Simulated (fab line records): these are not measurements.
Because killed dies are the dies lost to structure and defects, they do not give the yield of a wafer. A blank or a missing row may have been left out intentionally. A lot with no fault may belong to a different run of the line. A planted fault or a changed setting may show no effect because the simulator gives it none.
Check for tools in common || flow nand-harc || Sampled: 12 lots, 36 wafers

== WHY THIS WAS OPENED ==
At NHARC_P_ZERO_WELL_CD_MEAS_52 the reading cd-nm is flagged on 1 of 12 lots. Wafers without a fault read 2000.2 nm, standard deviation 1.3.
Rule: a lot is flagged when every wafer of it that has a number lies more than 4 standard deviations from that mean, or none has a number. All remaining lots are regarded as sound.

{"lot": "L483", "measured": "day 2 01:34", "on": "cd-sem-02", "cd-nm (nm), wafer by wafer": "2002.2 2002.1 2001.6", "flag": ""}
{"lot": "L484", "measured": "day 2 13:07", "on": "cd-sem-02", "cd-nm (nm), wafer by wafer": "1999.2 2001.0 2001.5", "flag": ""}
{"lot": "L486", "measured": "day 3 08:06", "on": "cd-sem-01", "cd-nm (nm), wafer by wafer": "2000.3 2000.0 2000.2", "flag": ""}
{"lot": "L487", "measured": "day 3 17:58", "on": "cd-sem-01", "cd-nm (nm), wafer by wafer": "1999.9 1999.5 1998.0", "flag": ""}
{"lot": "L491", "measured": "day 5 09:45", "on": "cd-sem-03", "cd-nm (nm), wafer by wafer": "1999.2 1999.0 2000.3", "flag": ""}
{"lot": "L494", "measured": "day 6 16:01", "on": "cd-sem-02", "cd-nm (nm), wafer by wafer": "1838.0 1836.8 1835.9", "flag": "FLAGGED"}
{"lot": "L498", "measured": "day 8 08:28", "on": "cd-sem-01", "cd-nm (nm), wafer by wafer": "2001.7 2001.4 1999.7", "flag": ""}
{"lot": "L502", "measured": "day 9 23:34", "on": "cd-sem-03", "cd-nm (nm), wafer by wafer": "2000.3 1999.3 2001.3", "flag": ""}
{"lot": "L503", "measured": "day 10 09:37", "on": "cd-sem-01", "cd-nm (nm), wafer by wafer": "1998.1 1999.1 1998.2", "flag": ""}
{"lot": "L504", "measured": "day 10 19:56", "on": "cd-sem-01", "cd-nm (nm), wafer by wafer": "2000.5 2000.6 2001.8", "flag": ""}
{"lot": "L505", "measured": "day 11 05:49", "on": "cd-sem-01", "cd-nm (nm), wafer by wafer": "1998.3 2000.7 2000.8", "flag": ""}
{"lot": "L506", "measured": "day 11 15:44", "on": "cd-sem-03", "cd-nm (nm), wafer by wafer": "1999.4 1997.7 1999.4", "flag": ""}
On average the flagged lots read 1836.9 nm, which is -163.3 nm against the usual, or -99 or more standard deviations.

== EACH LOT AND THE TOOL IT RAN ON ==
2 process steps preceding the reading are held in the record, out of 1302 steps in the route. Read each cell as the tool, then ch plus the chambers that the sampled wafers visited, then the start.
{"lot": "L483", "flag": "", "NHARC_P_ZERO_WELL_ETCH_62": "rie-diel-07 ch 1,2,3, day 2 01:24 or earlier", "NHARC_P_ZERO_WELL_EXPOSE_49": "krf-scanner-02 ch 0, day 2 01:24"}
{"lot": "L484", "flag": "", "NHARC_P_ZERO_WELL_ETCH_62": "rie-diel-07 ch 0,2,3, day 2 12:58 or earlier", "NHARC_P_ZERO_WELL_EXPOSE_49": "krf-scanner-01 ch 0, day 2 12:58"}
{"lot": "L486", "flag": "", "NHARC_P_ZERO_WELL_ETCH_62": "rie-diel-13 ch 0,1,3, day 3 07:56 or earlier", "NHARC_P_ZERO_WELL_EXPOSE_49": "krf-scanner-02 ch 0, day 3 07:56"}
{"lot": "L487", "flag": "", "NHARC_P_ZERO_WELL_ETCH_62": "rie-diel-07 ch 1,3, day 3 17:49 or earlier", "NHARC_P_ZERO_WELL_EXPOSE_49": "krf-scanner-02 ch 0, day 3 17:49"}
{"lot": "L491", "flag": "", "NHARC_P_ZERO_WELL_ETCH_62": "rie-diel-13 ch 1,3, day 5 09:35 or earlier", "NHARC_P_ZERO_WELL_EXPOSE_49": "krf-scanner-04 ch 0, day 5 09:35"}
{"lot": "L494", "flag": "FLAGGED", "NHARC_P_ZERO_WELL_ETCH_62": "rie-diel-13 ch 1,2, day 6 15:52 or earlier", "NHARC_P_ZERO_WELL_EXPOSE_49": "krf-scanner-01 ch 0, day 6 15:52"}
{"lot": "L498", "flag": "", "NHARC_P_ZERO_WELL_ETCH_62": "rie-diel-07 ch 0,1,2, day 8 08:19 or earlier", "NHARC_P_ZERO_WELL_EXPOSE_49": "krf-scanner-04 ch 0, day 8 08:19"}
{"lot": "L502", "flag": "", "NHARC_P_ZERO_WELL_ETCH_62": "rie-diel-07 ch 0,1,3, day 9 23:25 or earlier", "NHARC_P_ZERO_WELL_EXPOSE_49": "krf-scanner-01 ch 0, day 9 23:25"}
{"lot": "L503", "flag": "", "NHARC_P_ZERO_WELL_ETCH_62": "rie-diel-05 ch 0,1,2, day 10 09:28 or earlier", "NHARC_P_ZERO_WELL_EXPOSE_49": "krf-scanner-04 ch 0, day 10 09:28"}
{"lot": "L504", "flag": "", "NHARC_P_ZERO_WELL_ETCH_62": "rie-diel-07 ch 1,2, day 10 19:47 or earlier", "NHARC_P_ZERO_WELL_EXPOSE_49": "krf-scanner-01 ch 0, day 10 19:47"}
{"lot": "L505", "flag": "", "NHARC_P_ZERO_WELL_ETCH_62": "rie-diel-07 ch 0,2,3, day 11 05:39 or earlier", "NHARC_P_ZERO_WELL_EXPOSE_49": "krf-scanner-01 ch 0, day 11 05:39"}
{"lot": "L506", "flag": "", "NHARC_P_ZERO_WELL_ETCH_62": "rie-diel-07 ch 0,2,3, day 11 15:35 or earlier", "NHARC_P_ZERO_WELL_EXPOSE_49": "krf-scanner-01 ch 0, day 11 15:35"}
What is done by these steps:
- NHARC_P_ZERO_WELL_ETCH_62: etches the open film in CHF3/Ar, target depth 13 nm, time 6.5 s.
- NHARC_P_ZERO_WELL_EXPOSE_49: exposes mask P HVPW, target cd 2000 nm.
- NHARC_P_ZERO_WELL_CD_MEAS_52: target cd 2000 nm.

== FLAGGED AGAINST TOTAL, ONE TOOL AT A TIME (gauges that did the reading follow at the end) ==
{"step": "NHARC_P_ZERO_WELL_ETCH_62", "tool": "rie-diel-05", "lots run": 1, "flagged": 0, "share of the flagged lots": "none", "sound lots run after its first flagged lot": "-"}
{"step": "NHARC_P_ZERO_WELL_ETCH_62", "tool": "rie-diel-07", "lots run": 8, "flagged": 0, "share of the flagged lots": "none", "sound lots run after its first flagged lot": "-"}
{"step": "NHARC_P_ZERO_WELL_ETCH_62", "tool": "rie-diel-13", "lots run": 3, "flagged": 1, "share of the flagged lots": "all", "sound lots run after its first flagged lot": 0}
{"step": "NHARC_P_ZERO_WELL_EXPOSE_49", "tool": "krf-scanner-01", "lots run": 6, "flagged": 1, "share of the flagged lots": "all", "sound lots run after its first flagged lot": "4 (L502,L504,L505,L506)"}
{"step": "NHARC_P_ZERO_WELL_EXPOSE_49", "tool": "krf-scanner-02", "lots run": 3, "flagged": 0, "share of the flagged lots": "none", "sound lots run after its first flagged lot": "-"}
{"step": "NHARC_P_ZERO_WELL_EXPOSE_49", "tool": "krf-scanner-04", "lots run": 3, "flagged": 0, "share of the flagged lots": "none", "sound lots run after its first flagged lot": "-"}
{"step": "NHARC_P_ZERO_WELL_CD_MEAS_52", "tool": "cd-sem-01", "lots run": 6, "flagged": 0, "share of the flagged lots": "none", "sound lots run after its first flagged lot": "-"}
{"step": "NHARC_P_ZERO_WELL_CD_MEAS_52", "tool": "cd-sem-02", "lots run": 3, "flagged": 1, "share of the flagged lots": "all", "sound lots run after its first flagged lot": 0}
{"step": "NHARC_P_ZERO_WELL_CD_MEAS_52", "tool": "cd-sem-03", "lots run": 3, "flagged": 0, "share of the flagged lots": "none", "sound lots run after its first flagged lot": "-"}
NHARC_P_ZERO_WELL_ETCH_62: start missing for some lots; hours and lot order therefore follow NHARC_P_ZERO_WELL_EXPOSE_49.

== WHAT THE TABLE PERMITS ==
3 rows of the table ran every flagged lot: rie-diel-13 at NHARC_P_ZERO_WELL_ETCH_62, krf-scanner-01 at NHARC_P_ZERO_WELL_EXPOSE_49, cd-sem-02 at NHARC_P_ZERO_WELL_CD_MEAS_52.
- rie-diel-13 at NHARC_P_ZERO_WELL_ETCH_62 ran 3 lots, 1 of them flagged. Its last sound lot is L491 (day 5 09:35), its first flagged lot L494 (day 6 15:52): a fault that began between those two fits.
- krf-scanner-01 at NHARC_P_ZERO_WELL_EXPOSE_49 ran 6 lots, 1 of them flagged. Lots that were sound ran on it after the first flagged one (L502, L504, L505, L506); a persistent fault on the entire tool would not allow that.
- cd-sem-02 at NHARC_P_ZERO_WELL_CD_MEAS_52 ran 3 lots, 1 of them flagged. Its last sound lot is L484 (day 2 13:07), its first flagged lot L494 (day 6 16:01): a fault that began between those two fits.
Counting lots can't tell these 2 tools apart, because each fits a fault that began at some hour. More lots, or a look at what each step does to the wafer, might.

== WHAT THE SIMULATOR HAD INSERTED ==
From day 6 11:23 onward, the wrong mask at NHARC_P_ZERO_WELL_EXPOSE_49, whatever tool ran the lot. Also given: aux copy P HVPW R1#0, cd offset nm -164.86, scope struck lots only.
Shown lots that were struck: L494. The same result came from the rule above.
